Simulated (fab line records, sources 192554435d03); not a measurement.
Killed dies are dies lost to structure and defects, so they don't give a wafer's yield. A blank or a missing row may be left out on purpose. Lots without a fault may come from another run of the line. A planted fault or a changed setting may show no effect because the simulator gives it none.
fab line records | flow n5_finfet
record lots=21 wafers=63 last_day=17
route steps=1938 shown SD_EPI_N@270 SD_EPI_P@306 ILD0@341
lots that met no fault: from a run of the same line without faults
start_h: hours from the record's first day to the start of the lot's first wafer shown | wait_h: hours since the lot's step before | " the same as in the row above | L1.1+2: a row that stands for several wafers | - no value, or no start given | * or withheld: withheld | < > ~ a bound
route shown NAME@n: a module of which the file shows steps, and the number in the route of the first | usual: mean/standard deviation of fault-free wafers | same: alike in all rows | chamber/n: place in a boat | sites: the reading at each site | _std_site: their standard deviation | _edge_site: outer sites' mean less inner sites' | radius_mm: how far each site lies from the wafer's centre | mask NAME#n: copy n | behind: the tool/chamber that last shaped the wafer | hold: why the lot was held/for how many hours/how that ended | device: the transistor (n, p or np) that didn't switch | end of line: the same wafers' tests at the end of the route | a step without rows: its recipe alone | killed: dies lost to structure and defects at the first sort, not the wafer's yield | map: a wafer's dies, x killed, . not, _ none there
set.NAME: the setting as run; set.NAME@STEP: as run at that earlier step | model.NAME: the simulator's own value behind a step, which no gauge read
steps of the route over a sample of lots; a table a step, a row a wafer
services: from which hour (start_h, from the record's first day; less than 0 if before it) a tool's chamber was out of use, for how many hours, and why
## steps
# step N5_SD_EPI_N_CD_MEAS_09
# recipe target_cd_nm=120 landing_energy_ev=500 detector=se_inlens
# usual cd_nm=120.0/0.89
# columns lot.wafer tool chamber start_h wait_h cd_nm
L074.1 cd_sem-01 0 50.70 - 119.3
L074.3 " 0 " " 119.6
L074.6 " 0 " " 119.6
L075.1 cd_sem-03 0 56.67 - 121.6
L075.4 " 0 " " 119.8
L075.5 " 0 " " 120.2
L076.4 cd_sem-03 0 62.21 - 118.2
L076.5 " 0 " " 120.9
L076.6 " 0 " " 118.4
L077.2 cd_sem-01 0 66.55 - 119.5
L077.3 " 0 " " 120.3
L077.6 " 0 " " 118.3
L078.1 cd_sem-01 0 76.88 - 119.7
L078.5 " 0 " " 120.3
L078.6 " 0 " " 118.5
L079.1 cd_sem-01 0 78.90 - 119.8
L079.4 " 0 " " 119.7
L079.5 " 0 " " 119.4
L080.3 cd_sem-02 0 97.11 - 119.1
L080.4 " 0 " " 118.7
L080.5 " 0 " " 121.0
L082.3 cd_sem-01 0 98.70 - 119.7
L082.5 " 0 " " 121.5
L082.6 " 0 " " 119.9
L083.2 cd_sem-03 0 106.62 - 118.4
L083.3 " 0 " " 119.5
L083.5 " 0 " " 120.4
L084.2 cd_sem-03 0 112.84 - 120.6
L084.3 " 0 " " 119.3
L084.5 " 0 " " 119.0
L085.1 cd_sem-03 0 116.15 - 119.6
L085.4 " 0 " " 119.5
L085.5 " 0 " " 119.6
L086.2 cd_sem-02 0 124.06 - 118.9
L086.3 " 0 " " 119.9
L086.6 " 0 " " 118.3
L087.1 cd_sem-02 0 127.40 - 120.8
L087.5 " 0 " " 120.0
L087.6 " 0 " " 120.2
L089.1 cd_sem-03 0 139.09 - 120.6
L089.3 " 0 " " 118.9
L089.5 " 0 " " 119.5
L090.4 cd_sem-03 0 143.84 - 118.5
L090.5 " 0 " " 120.6
L090.6 " 0 " " 120.4
L091.2 cd_sem-02 0 154.96 - 119.5
L091.4 " 0 " " 121.6
L091.6 " 0 " " 120.9
L092.1 cd_sem-02 0 159.96 - 120.5
L092.2 " 0 " " 120.2
L092.3 " 0 " " 120.2
L093.2 cd_sem-01 0 163.06 - 119.8
L093.4 " 0 " " 119.8
L093.5 " 0 " " 119.7
L095.2 cd_sem-01 0 172.86 - 120.9
L095.5 " 0 " " 120.7
L095.6 " 0 " " 119.4
L096.2 cd_sem-01 0 182.78 - 120.9
L096.4 " 0 " " 121.1
L096.5 " 0 " " 120.5
L097.3 cd_sem-01 0 188.84 - 119.0
L097.4 " 0 " " 120.3
L097.5 " 0 " " 120.7
# step N5_SD_EPI_P_DESCUM_14
# recipe chemistry=O2 time_s=7.9 source_power_w=50 bias_power_w=20 pressure_mtorr=20 rf_frequency_hz=2.712e+07 temp_c=40 resist=CAR-ArF-block o2_flow_sccm=225
# usual chamber_pressure_mTorr=20.000/0.018 drypump_motor_current_A=5.8/0.49 o2_flow_sccm=225.0/0.74 oes_product_au=0.82/0.097 rf_fwd_power_W=49.43/0.16 rf_vpp_V=242.8/1.2 showerhead_plenum_p_Torr=2.07/0.05 throttle_valve_pct=20.28/0.27
# columns lot.wafer tool chamber start_h wait_h chamber_pressure_mTorr drypump_motor_current_A o2_flow_sccm oes_product_au rf_fwd_power_W rf_hours_counter_h rf_vpp_V showerhead_plenum_p_Torr throttle_valve_pct
L074.1 rie_diel-03 0 55.10 0.0 19.971 6.6 226.0 0.71 49.50 197 242.5 2.06 20.43
L074.3 " 1 " " 20.017 4.7 225.3 0.69 49.56 249 241.1 2.05 20.87
L074.6 " 2 " " 19.979 5.2 224.6 0.75 49.42 - 242.4 2.10 20.58
L075.1 rie_diel-05 3 61.75 0.1 19.986 5.4 223.4 0.67 49.69 238 243.7 2.14 20.45
L075.4 " 0 " " 19.984 6.4 225.5 0.82 49.40 64 242.1 2.04 20.49
L075.5 " 3 " " 20.016 5.5 224.3 0.67 49.52 - 245.3 2.14 20.45
L076.4 rie_diel-05 2 66.99 0.0 19.980 5.7 224.6 0.94 49.45 12 245.0 2.12 19.86
L076.5 " 2 " " 20.007 5.7 224.5 0.93 49.76 - 241.6 2.12 19.85
L076.6 " 3 " " 20.010 5.4 224.3 0.68 49.30 - 244.6 2.14 20.45
L077.2 rie_diel-01 2 71.81 0.0 19.996 5.6 224.9 0.97 49.29 3 242.0 2.06 20.23
L077.3 " 1 " " 19.971 5.7 224.9 0.69 49.27 198 241.5 1.98 20.42
L077.6 " 2 " " 19.986 5.6 225.6 0.97 49.23 - 242.0 2.06 20.22
L078.1 rie_diel-05 2 81.74 0.0 20.013 5.7 225.6 0.92 49.56 17 243.7 2.12 19.88
L078.5 " 0 " " 19.980 6.4 224.7 0.81 49.29 - 241.3 2.04 20.49
L078.6 " 1 " " 20.025 5.4 224.8 0.88 49.44 - 243.5 2.12 19.96
L079.1 rie_diel-03 0 83.52 0.1 19.985 6.6 224.9 0.72 49.59 209 242.4 2.05 20.45
L079.4 " 1 " " 19.973 4.7 223.6 1.01 49.51 - 241.3 2.05 20.37
L079.5 " 2 " " 19.971 5.2 226.3 0.75 49.31 - 244.1 2.09 20.59
L080.3 rie_diel-01 3 101.62 0.0 20.014 6.3 225.1 0.77 49.57 101 241.1 2.00 20.10
L080.4 " 2 " " 19.963 5.6 224.2 0.94 49.30 13 242.8 2.05 20.22
L080.5 " 2 " " 19.970 5.6 227.3 0.94 49.41 - 242.1 2.05 20.23
L082.3 rie_diel-01 0 103.19 0.0 19.992 6.0 223.6 0.76 49.24 131 243.7 2.12 20.65
L082.5 " 0 " " 19.987 6.0 224.1 0.75 49.42 - 243.8 2.12 20.66
L082.6 " 1 " " 19.977 5.7 226.0 0.68 49.28 - 240.6 1.98 20.44
L083.2 rie_diel-01 0 111.91 0.0 19.990 6.0 225.7 0.75 49.67 133 242.4 2.12 20.64
L083.3 " 2 " " 20.005 5.6 224.9 0.92 49.39 16 242.8 2.05 20.25
L083.5 " 2 " " 20.009 5.6 225.4 0.94 49.37 - 242.8 2.05 20.25
L084.2 rie_diel-03 0 120.60 0.0 20.048 6.6 225.2 0.71 49.77 221 241.8 2.05 20.47
L084.3 " 1 " " 20.019 4.7 224.1 0.96 49.38 12 241.6 2.05 20.36
L084.5 " 0 " " 20.007 6.6 224.9 0.71 49.81 - 242.1 2.05 20.46
L085.1 rie_diel-01 2 120.76 0.0 20.027 5.6 225.3 0.93 49.30 19 240.7 2.05 20.25
L085.4 " 3 " " 20.020 6.3 225.4 0.77 49.66 107 242.2 1.99 20.09
L085.5 " 1 " " 20.001 5.7 226.2 0.69 49.26 - 239.6 1.98 20.46
L086.2 rie_diel-05 3 129.59 0.0 19.979 5.5 226.0 0.99 49.36 4 244.8 2.13 20.28
L086.3 " 0 " " 20.011 6.4 225.0 0.80 49.33 85 241.7 2.03 20.53
L086.6 " 2 " " 20.000 5.7 225.6 0.89 49.50 - 244.2 2.12 19.87
L087.1 rie_diel-05 2 132.07 0.1 20.043 5.8 224.3 0.91 49.65 31 244.1 2.12 19.88
L087.5 " 1 " " 20.005 5.4 225.6 0.85 49.28 - 243.1 2.11 19.99
L087.6 " 2 " " 19.991 5.7 225.6 0.90 49.35 - 243.2 2.12 19.90
L089.1 rie_diel-05 1 144.68 0.0 20.033 5.4 226.3 0.84 49.29 43 242.9 2.11 19.97
L089.3 " 2 " " 20.025 5.7 225.3 0.89 49.20 35 244.4 2.11 19.90
L089.5 " 0 " " 19.987 6.4 225.6 0.79 49.12 - 241.4 2.03 20.52
L090.4 rie_diel-01 0 150.06 0.0 20.025 6.0 225.9 0.75 49.75 145 244.9 2.11 20.67
L090.5 " 0 " " 20.010 6.0 226.0 0.75 49.66 - 242.8 2.11 20.66
L090.6 " 1 " " 19.997 5.7 224.5 0.67 49.23 - 241.8 1.97 20.47
L091.2 rie_diel-05 0 160.24 0.0 20.010 6.4 225.5 0.79 49.63 95 242.8 2.03 20.54
L091.4 " 1 " " 20.032 5.4 224.1 0.83 49.20 - 243.2 2.11 20.00
L091.6 " 2 " " 19.996 5.7 224.3 0.88 49.36 - 243.3 2.11 19.91
L092.1 rie_diel-05 0 165.28 0.0 20.018 6.4 225.4 0.79 49.33 97 241.3 2.03 20.53
L092.2 " 1 " " 20.014 5.4 225.3 0.83 49.31 49 242.5 2.11 19.99
L092.3 " 2 " " 19.997 5.7 224.4 0.87 49.53 41 244.1 2.11 19.91
L093.2 rie_diel-03 0 168.19 0.0 20.003 6.5 225.2 0.70 49.80 236 241.8 2.05 20.48
L093.4 " 1 " " 20.016 4.7 223.7 0.93 49.49 26 241.8 2.04 20.41
L093.5 " 2 " " 20.013 5.2 224.0 0.72 49.27 - 243.2 2.08 20.62
L095.2 rie_diel-05 2 179.65 0.2 19.980 5.7 225.0 0.87 49.39 45 243.0 2.11 19.91
L095.5 " 1 " " 19.972 5.4 225.8 0.82 49.03 - 243.4 2.10 20.01
L095.6 " 0 " " 19.987 6.4 223.6 0.78 49.32 - 244.0 2.03 20.54
L096.2 rie_diel-01 1 189.23 0.2 19.979 5.7 224.6 0.67 49.31 236 241.1 1.97 20.48
L096.4 " 3 " " 19.997 6.3 224.8 0.75 49.54 129 241.9 1.99 20.12
L096.5 " 2 " " 19.988 5.6 225.0 0.89 49.38 - 242.6 2.04 20.30
L097.3 rie_diel-05 2 195.73 0.1 20.033 5.7 226.0 0.85 49.29 51 243.2 2.11 19.93
L097.4 " 3 " " 20.021 5.5 224.2 0.96 49.54 16 242.8 2.13 20.32
L097.5 " 3 " " 19.989 5.5 223.6 0.95 49.79 - 243.3 2.13 20.31
# step N5_SD_EPI_P_ETCH_36
# recipe chemistry=CF4 target=SiARC target_depth_a=455 mask_material=CAR-ArF-block time_s=75.8 ion_energy_ev=80 pressure_mtorr=40 source_w=545 bias_w=36 Ar_flow_sccm=100 cf4_flow_sccm=100 ends=cleared
# usual chamber_pressure_mTorr=40.00/0.039 drypump_motor_current_A=5.8/0.49 etch_rf_on_time_s=75.4/2.6 oes_product_au=0.70/0.083 rf_fwd_power_W=540.3/1.9 rf_vpp_V=183.9/1 showerhead_plenum_p_Torr=2.13/0.049 throttle_valve_pct=15.50/0.28
# columns lot.wafer tool chamber start_h wait_h chamber_pressure_mTorr drypump_motor_current_A etch_rf_on_time_s oes_product_au rf_fwd_power_W rf_hours_counter_h rf_vpp_V showerhead_plenum_p_Torr throttle_valve_pct
L074.1 rie_diel-03 0 55.14 0.0 40.01 6.6 75.7 0.62 541.2 197 183.3 2.16 15.87
L074.3 " 1 " " 40.02 4.7 75.6 0.59 542.9 249 184.8 2.12 16.17
L074.6 " 2 " " 40.01 5.2 74.3 0.65 540.8 - 182.6 2.15 15.71
L075.1 rie_diel-05 3 61.79 0.0 40.00 5.5 73.6 0.59 540.0 238 184.7 2.20 15.86
L075.4 " 0 " " 40.03 6.4 74.2 0.71 537.9 64 184.6 2.09 15.62
L075.5 " 3 " " 40.04 5.5 74.1 0.59 540.3 - 183.7 2.20 15.86
L076.4 rie_diel-05 2 67.03 0.0 39.99 5.8 77.5 0.79 540.4 12 184.4 2.17 15.00
L076.5 " 2 " " 39.97 5.8 77.2 0.80 541.3 - 183.0 2.17 15.00
L076.6 " 3 " " 40.00 5.5 73.4 0.59 538.7 - 184.6 2.20 15.86
L077.2 rie_diel-01 2 71.84 0.0 39.90 5.6 74.1 0.83 540.8 3 184.2 2.10 15.28
L077.3 " 1 " " 40.00 5.7 75.4 0.60 541.2 198 183.4 2.04 15.68
L077.6 " 2 " " 40.00 5.6 74.2 0.84 540.3 - 183.1 2.10 15.30
L078.1 rie_diel-05 2 81.78 0.0 40.01 5.8 77.6 0.78 540.0 17 185.6 2.16 15.01
L078.5 " 0 " " 39.93 6.4 73.7 0.71 539.7 - 184.2 2.08 15.62
L078.6 " 1 " " 40.04 5.4 78.0 0.75 537.4 - 183.8 2.19 15.24
L079.1 rie_diel-03 0 83.56 0.0 40.03 6.6 74.7 0.61 542.0 209 182.9 2.15 15.88
L079.4 " 1 " " 39.92 4.7 73.0 0.86 541.3 - 184.0 2.12 15.66
L079.5 " 2 " " 39.95 5.2 73.6 0.65 537.5 - 184.5 2.14 15.72
L080.3 rie_diel-01 3 101.66 0.0 40.01 6.3 79.1 0.65 543.1 101 183.4 2.08 15.53
L080.4 " 2 " " 39.93 5.6 74.2 0.80 539.2 13 183.7 2.09 15.32
L080.5 " 2 " " 40.00 5.6 74.1 0.79 541.6 - 183.7 2.09 15.33
L082.3 rie_diel-01 0 103.22 0.0 39.99 6.0 77.7 0.65 542.0 131 183.8 2.14 15.65
L082.5 " 0 " " 40.02 6.1 78.0 0.65 540.2 - 184.1 2.14 15.64
L082.6 " 1 " " 39.97 5.7 75.8 0.59 539.3 - 183.8 2.04 15.68
L083.2 rie_diel-01 0 111.94 0.0 39.96 6.0 78.3 0.65 539.4 133 185.1 2.14 15.64
L083.3 " 2 " " 40.03 5.6 73.8 0.79 540.3 16 184.0 2.09 15.32
L083.5 " 2 " " 40.00 5.6 74.0 0.78 536.6 - 184.2 2.09 15.34
L084.2 rie_diel-03 0 120.63 0.0 40.06 6.6 75.5 0.60 542.8 221 183.7 2.15 15.92
L084.3 " 1 " " 40.02 4.7 74.0 0.81 541.8 12 184.1 2.12 15.68
L084.5 " 0 " " 39.98 6.5 75.9 0.59 542.3 - 183.9 2.15 15.91
L085.1 rie_diel-01 2 120.79 0.0 40.00 5.6 74.9 0.77 536.9 19 183.2 2.09 15.33
L085.4 " 3 " " 39.98 6.3 80.9 0.64 539.1 107 184.3 2.08 15.54
L085.5 " 1 " " 39.99 5.7 76.1 0.58 541.3 - 180.7 2.04 15.70
L086.2 rie_diel-05 3 129.62 0.0 40.05 5.5 70.2 0.87 537.6 4 184.6 2.20 15.46
L086.3 " 0 " " 39.99 6.4 74.0 0.69 540.3 85 183.1 2.08 15.66
L086.6 " 2 " " 39.98 5.7 76.5 0.76 542.3 - 184.3 2.16 15.03
L087.1 rie_diel-05 2 132.10 0.0 40.03 5.7 75.6 0.77 541.6 31 185.1 2.16 15.05
L087.5 " 1 " " 39.99 5.4 79.2 0.71 536.5 - 185.6 2.18 15.28
L087.6 " 2 " " 40.10 5.7 75.7 0.76 539.5 - 185.0 2.16 15.02
L089.1 rie_diel-05 1 144.71 0.0 40.03 5.4 79.4 0.71 543.7 43 184.9 2.18 15.30
L089.3 " 2 " " 39.99 5.7 76.3 0.76 539.7 35 184.9 2.16 15.03
L089.5 " 0 " " 40.00 6.4 73.8 0.68 538.1 - 182.7 2.08 15.66
L090.4 rie_diel-01 0 150.10 0.0 40.03 6.1 78.0 0.64 540.2 145 183.6 2.14 15.65
L090.5 " 0 " " 40.01 6.0 78.2 0.64 540.8 - 183.6 2.14 15.68
L090.6 " 1 " " 40.01 5.7 76.3 0.58 543.2 - 183.7 2.03 15.72
L091.2 rie_diel-05 0 160.27 0.0 39.97 6.4 73.9 0.68 537.2 95 183.2 2.08 15.67
L091.4 " 1 " " 39.94 5.4 79.8 0.70 540.2 - 184.3 2.18 15.30
L091.6 " 2 " " 40.03 5.7 76.5 0.74 542.3 - 186.7 2.16 15.07
L092.1 rie_diel-05 0 165.31 0.0 39.98 6.4 72.9 0.68 540.0 97 184.2 2.08 15.68
L092.2 " 1 " " 40.01 5.4 79.7 0.70 540.3 49 185.4 2.18 15.30
L092.3 " 2 " " 40.00 5.7 75.8 0.76 538.5 41 184.2 2.16 15.05
L093.2 rie_diel-03 0 168.22 0.0 40.01 6.6 74.9 0.59 544.8 236 184.4 2.14 15.95
L093.4 " 1 " " 40.01 4.7 72.4 0.79 537.4 26 182.9 2.11 15.71
L093.5 " 2 " " 39.98 5.2 73.8 0.63 538.8 - 186.4 2.13 15.79
L095.2 rie_diel-05 2 179.69 0.0 40.00 5.7 76.7 0.74 541.2 45 183.2 2.15 15.08
L095.5 " 1 " " 40.09 5.4 78.0 0.70 539.5 - 186.0 2.18 15.31
L095.6 " 0 " " 40.02 6.4 72.4 0.68 538.1 - 183.1 2.07 15.68
L096.2 rie_diel-01 1 189.26 0.0 39.96 5.7 75.9 0.57 540.7 236 183.1 2.03 15.75
L096.4 " 3 " " 39.98 6.3 78.6 0.64 544.7 129 184.0 2.07 15.55
L096.5 " 2 " " 40.08 5.6 73.9 0.75 539.6 - 182.6 2.08 15.37
L097.3 rie_diel-05 2 195.77 0.0 40.01 5.7 77.2 0.74 539.6 51 184.9 2.15 15.08
L097.4 " 3 " " 39.96 5.4 70.1 0.83 539.0 16 184.4 2.19 15.49
L097.5 " 3 " " 39.99 5.5 70.5 0.83 540.1 - 184.3 2.19 15.49
# step N5_SD_EPI_P_ETCH_16
# recipe chemistry=CHF3/O2 target=SiO2 target_depth_a=50 mask_material=SOC pressure_mtorr=30 source_w=650 bias_w=170 Ar_flow_sccm=200 CHF3_flow_sccm=50 O2_flow_sccm=5 ion_energy_ev=200
# usual chamber_pressure_mTorr=30.002/0.027 drypump_motor_current_A=5.8/0.49 oes_f_703_au=0.83/0.092 oes_product_au=0.82/0.095 rf_fwd_power_W=643.5/2.4 rf_vpp_V=518/15 showerhead_plenum_p_Torr=2.39/0.057 throttle_valve_pct=18.79/0.25
# columns lot.wafer tool chamber start_h wait_h chamber_pressure_mTorr drypump_motor_current_A oes_f_703_au oes_product_au rf_fwd_power_W rf_hours_counter_h rf_vpp_V showerhead_plenum_p_Torr throttle_valve_pct
L074.1 rie_diel-03 0 55.72 0.1 30.014 6.6 0.72 0.72 646.6 197 512 2.42 19.14
L074.3 " 1 " " 30.010 4.7 0.69 0.68 645.6 249 516 2.37 19.34
L074.6 " 2 " " 30.007 5.2 0.78 0.77 641.7 - 539 2.41 18.99
L075.1 rie_diel-05 3 62.37 0.1 30.007 5.5 0.73 0.69 643.0 239 524 2.47 19.03
L075.4 " 0 " " 29.991 6.4 0.86 0.81 646.1 64 494 2.34 18.88
L075.5 " 3 " " 30.025 5.5 0.73 0.68 644.4 - 525 2.47 19.05
L076.4 rie_diel-05 2 67.61 0.1 30.029 5.7 0.91 0.93 645.0 13 531 2.44 18.34
L076.5 " 2 " " 29.999 5.7 0.91 0.93 647.2 - 532 2.44 18.33
L076.6 " 3 " " 29.984 5.5 0.73 0.68 645.0 - 525 2.47 19.04
L077.2 rie_diel-01 2 72.42 0.1 30.005 5.6 0.96 0.97 645.4 3 518 2.37 18.67
L077.3 " 1 " " 30.009 5.7 0.71 0.69 639.8 198 515 2.29 18.95
L077.6 " 2 " " 30.002 5.6 0.97 0.97 641.1 - 519 2.37 18.68
L078.1 rie_diel-05 2 82.36 0.1 30.024 5.7 0.90 0.92 645.0 17 532 2.44 18.32
L078.5 " 0 " " 29.972 6.4 0.85 0.81 643.0 - 495 2.34 18.91
L078.6 " 1 " " 29.986 5.4 0.85 0.86 646.8 - 520 2.47 18.58
L079.1 rie_diel-03 0 84.14 0.1 29.966 6.6 0.71 0.70 647.4 210 513 2.42 19.17
L079.4 " 1 " " 29.984 4.7 0.99 0.99 649.8 - 517 2.37 18.88
L079.5 " 2 " " 30.063 5.2 0.76 0.75 643.6 - 538 2.41 19.03
L080.3 rie_diel-01 3 102.24 0.1 30.053 6.3 0.80 0.76 645.1 102 487 2.33 18.77
L080.4 " 2 " " 30.007 5.6 0.93 0.93 637.8 14 520 2.36 18.66
L080.5 " 2 " " 30.001 5.6 0.92 0.93 641.4 - 520 2.36 18.70
L082.3 rie_diel-01 0 103.80 0.1 29.947 6.0 0.76 0.76 639.3 131 540 2.41 18.93
L082.5 " 0 " " 30.019 6.0 0.76 0.75 642.9 - 543 2.41 18.92
L082.6 " 1 " " 30.054 5.7 0.70 0.69 639.6 - 515 2.29 18.96
L083.2 rie_diel-01 0 112.52 0.1 30.034 6.0 0.76 0.76 640.6 133 540 2.41 18.93
L083.3 " 2 " " 30.049 5.6 0.92 0.92 643.9 16 520 2.36 18.70
L083.5 " 2 " " 29.979 5.6 0.93 0.92 642.2 - 519 2.36 18.71
L084.2 rie_diel-03 0 121.21 0.1 29.989 6.6 0.70 0.70 645.5 221 512 2.41 19.19
L084.3 " 1 " " 29.991 4.7 0.95 0.94 648.6 12 516 2.36 18.90
L084.5 " 0 " " 29.998 6.6 0.70 0.70 643.8 - 512 2.41 19.18
L085.1 rie_diel-01 2 121.37 0.1 29.987 5.7 0.92 0.91 641.1 19 519 2.36 18.68
L085.4 " 3 " " 30.023 6.3 0.79 0.75 646.2 107 487 2.33 18.77
L085.5 " 1 " " 29.985 5.7 0.71 0.69 644.3 - 516 2.29 18.96
L086.2 rie_diel-05 3 130.20 0.1 29.993 5.5 1.03 0.99 644.1 5 523 2.46 18.78
L086.3 " 0 " " 29.981 6.4 0.83 0.79 643.3 85 494 2.33 18.95
L086.6 " 2 " " 29.985 5.7 0.88 0.90 642.1 - 532 2.44 18.37
L087.1 rie_diel-05 2 132.68 0.1 29.955 5.7 0.87 0.89 644.9 31 531 2.44 18.35
L087.5 " 1 " " 29.977 5.4 0.83 0.83 644.2 - 522 2.46 18.62
L087.6 " 2 " " 29.986 5.7 0.87 0.90 647.3 - 530 2.44 18.36
L089.1 rie_diel-05 1 145.29 0.1 29.975 5.4 0.83 0.83 641.4 43 522 2.46 18.64
L089.3 " 2 " " 29.995 5.7 0.86 0.89 645.8 35 531 2.43 18.36
L089.5 " 0 " " 30.020 6.4 0.83 0.79 643.8 - 496 2.33 18.94
L090.4 rie_diel-01 0 150.68 0.1 29.990 6.1 0.75 0.75 641.9 145 539 2.41 18.96
L090.5 " 0 " " 29.990 6.0 0.75 0.75 641.2 - 541 2.41 18.96
L090.6 " 1 " " 30.000 5.7 0.69 0.69 642.9 - 517 2.28 18.97
L091.2 rie_diel-05 0 160.85 0.1 29.995 6.4 0.82 0.79 643.7 95 495 2.33 18.96
L091.4 " 1 " " 29.989 5.4 0.82 0.82 644.4 - 520 2.46 18.64
L091.6 " 2 " " 30.014 5.7 0.86 0.87 643.8 - 530 2.43 18.38
L092.1 rie_diel-05 0 165.89 0.1 30.010 6.4 0.82 0.78 641.5 97 495 2.33 18.95
L092.2 " 1 " " 29.988 5.5 0.82 0.81 641.7 49 522 2.46 18.66
L092.3 " 2 " " 29.967 5.7 0.85 0.88 647.1 42 532 2.43 18.37
L093.2 rie_diel-03 0 168.80 0.1 30.017 6.5 0.69 0.69 645.7 236 511 2.41 19.21
L093.4 " 1 " " 30.022 4.7 0.91 0.91 643.0 26 516 2.36 18.92
L093.5 " 2 " " 29.927 5.2 0.74 0.74 643.7 - 537 2.40 19.04
L095.2 rie_diel-05 2 180.27 0.1 29.941 5.7 0.85 0.87 646.4 45 531 2.43 18.38
L095.5 " 1 " " 30.005 5.4 0.81 0.81 641.1 - 521 2.45 18.65
L095.6 " 0 " " 30.012 6.4 0.81 0.78 643.3 - 496 2.33 18.95
L096.2 rie_diel-01 1 189.84 0.1 30.059 5.7 0.69 0.66 643.8 236 514 2.28 18.99
L096.4 " 3 " " 29.973 6.3 0.77 0.75 646.4 130 486 2.32 18.80
L096.5 " 2 " " 29.981 5.6 0.88 0.87 644.0 - 517 2.35 18.73
L097.3 rie_diel-05 2 196.35 0.1 30.030 5.7 0.84 0.87 643.5 51 529 2.43 18.39
L097.4 " 3 " " 30.028 5.5 0.99 0.95 644.1 17 525 2.46 18.80
L097.5 " 3 " " 29.957 5.5 1.00 0.96 639.6 - 523 2.46 18.80
# step N5_SD_EPI_P_EPI_MEAS_23
# recipe mode=xrd
# usual thk_nm=60.8/1.1
# columns lot.wafer tool chamber start_h wait_h thk_nm
L074.1 film_metro-01 - 58.64 1.8 62.3
L074.3 " - " " 59.8
L074.6 " - " " 61.1
L075.1 film_metro-01 - 65.29 1.8 59.8
L075.4 " - " " 60.6
L075.5 " - " " 62.9
L076.4 film_metro-01 - 70.55 0.8 59.6
L076.5 " - " " 59.7
L076.6 " - " " 61.1
L077.2 film_metro-01 - 75.39 1.5 60.8
L077.3 " - " " 59.5
L077.6 " - " " 59.2
L078.1 film_metro-01 - 85.28 1.8 61.6
L078.5 " - " " 61.4
L078.6 " - " " 62.5
L079.1 film_metro-02 - 87.09 1.8 60.6
L079.4 " - " " 59.8
L079.5 " - " " 62.6
L080.3 film_metro-01 - 105.17 1.1 60.7
L080.4 " - " " 59.9
L080.5 " - " " 59.4
L082.3 film_metro-02 - 106.74 1.1 60.0
L082.5 " - " " 60.1
L082.6 " - " " 59.1
L083.2 film_metro-02 - 116.29 2.0 61.8
L083.3 " - " " 59.6
L083.5 " - " " 60.2
L084.2 film_metro-01 - 125.04 2.0 61.5
L084.3 " - " " 60.2
L084.5 " - " " 61.7
L085.1 film_metro-01 - 125.16 2.4 62.8
L085.4 " - " " 59.7
L085.5 " - " " 57.2
L086.2 film_metro-01 - 133.97 2.0 60.6
L086.3 " - " " 59.9
L086.6 " - " " 59.9
L087.1 film_metro-02 - 135.65 1.9 61.9
L087.5 " - " " 60.4
L087.6 " - " " 61.2
L089.1 film_metro-02 - 149.37 2.4 61.5
L089.3 " - " " 59.1
L089.5 " - " " 60.6
L090.4 film_metro-02 - 153.63 0.8 60.8
L090.5 " - " " 62.4
L090.6 " - " " 61.7
L091.2 film_metro-02 - 163.78 1.5 61.0
L091.4 " - " " 61.5
L091.6 " - " " 60.9
L092.1 film_metro-02 - 169.68 2.4 58.4
L092.2 " - " " 61.0
L092.3 " - " " 60.8
L093.2 film_metro-02 - 174.01 2.6 60.5
L093.4 " - " " 61.8
L093.5 " - " " 60.9
L095.2 film_metro-01 - 184.05 2.0 59.8
L095.5 " - " " 61.4
L095.6 " - " " 60.4
L096.2 film_metro-02 - 193.62 2.0 58.4
L096.4 " - " " 59.8
L096.5 " - " " 59.0
L097.3 film_metro-01 - 200.28 1.5 60.0
L097.4 " - " " 58.7
L097.5 " - " " 61.4
# step N5_ILD0_THK_MEAS_08
# usual thk_nm=139.4/0.99
# columns lot.wafer tool chamber start_h wait_h thk_nm
L074.1 film_metro-01 - 63.60 - 137.8
L074.3 " - " " 140.3
L074.6 " - " " 138.1
L075.1 film_metro-02 - 69.27 - 139.3
L075.4 " - " " 139.0
L075.5 " - " " 140.0
L076.4 film_metro-01 - 74.65 - 140.3
L076.5 " - " " 140.5
L076.6 " - " " 139.1
L077.2 film_metro-02 - 79.57 - 139.6
L077.3 " - " " 138.4
L077.6 " - " " 139.3
L078.1 film_metro-02 - 90.24 - 139.7
L078.5 " - " " 140.4
L078.6 " - " " 138.8
L079.1 film_metro-01 - 91.41 - 139.0
L079.4 " - " " 138.5
L079.5 " - " " 139.3
L080.3 film_metro-01 - 109.25 - 140.0
L080.4 " - " " 138.6
L080.5 " - " " 138.8
L082.3 film_metro-01 - 110.69 - 140.1
L082.5 " - " " 140.7
L082.6 " - " " 138.5
L083.2 film_metro-02 - 120.24 - 137.8
L083.3 " - " " 138.5
L083.5 " - " " 138.0
L084.2 film_metro-01 - 129.99 - 139.3
L084.3 " - " " 139.0
L084.5 " - " " 138.4
L085.1 film_metro-01 - 130.22 - 138.6
L085.4 " - " " 139.1
L085.5 " - " " 138.9
L086.2 film_metro-01 - 138.19 - 139.0
L086.3 " - " " 138.4
L086.6 " - " " 139.9
L087.1 film_metro-01 - 139.64 - 138.8
L087.5 " - " " 141.9
L087.6 " - " " 139.4
L089.1 film_metro-01 - 153.64 - 139.9
L089.3 " - " " 138.7
L089.5 " - " " 140.0
L090.4 film_metro-01 - 157.95 - 138.9
L090.5 " - " " 139.7
L090.6 " - " " 141.2
L091.2 film_metro-01 - 167.74 - 141.4
L091.4 " - " " 138.9
L091.6 " - " " 140.7
L092.1 film_metro-02 - 173.64 - 139.7
L092.2 " - " " 140.3
L092.3 " - " " 140.8
L093.2 film_metro-01 - 178.13 - 139.4
L093.4 " - " " 140.6
L093.5 " - " " 138.8
L095.2 film_metro-01 - 188.12 - 138.9
L095.5 " - " " 138.6
L095.6 " - " " 139.4
L096.2 film_metro-01 - 197.93 - 140.7
L096.4 " - " " 139.8
L096.5 " - " " 140.5
L097.3 film_metro-01 - 204.33 - 140.0
L097.4 " - " " 139.2
L097.5 " - " " 138.2
## services
# columns tool chamber start_h hours kind
rie_diel-03 1 58.48 - clean
rie_diel-03 1 58.48 - consumable_replace:focus_ring
rie_diel-03 1 58.48 21.5 scheduled_down
rie_diel-03 1 58.48 21.5 vent_cycle
rie_diel-03 3 80.31 - clean
rie_diel-03 3 80.31 - consumable_replace:focus_ring
rie_diel-03 3 80.31 15.6 scheduled_down
rie_diel-03 3 80.31 15.6 vent_cycle
rie_diel-05 2 84.23 6.4 repair
rie_diel-05 3 98.65 - clean
rie_diel-05 3 98.65 - consumable_replace:focus_ring
rie_diel-05 3 98.65 14.6 scheduled_down
rie_diel-05 3 98.65 14.6 vent_cycle
rie_diel-03 3 101.94 3.8 repair
rie_diel-01 2 125.19 5.3 repair
rie_diel-03 3 130.46 6.6 repair
rie_diel-05 3 157.68 15.8 repair
## key
fault none
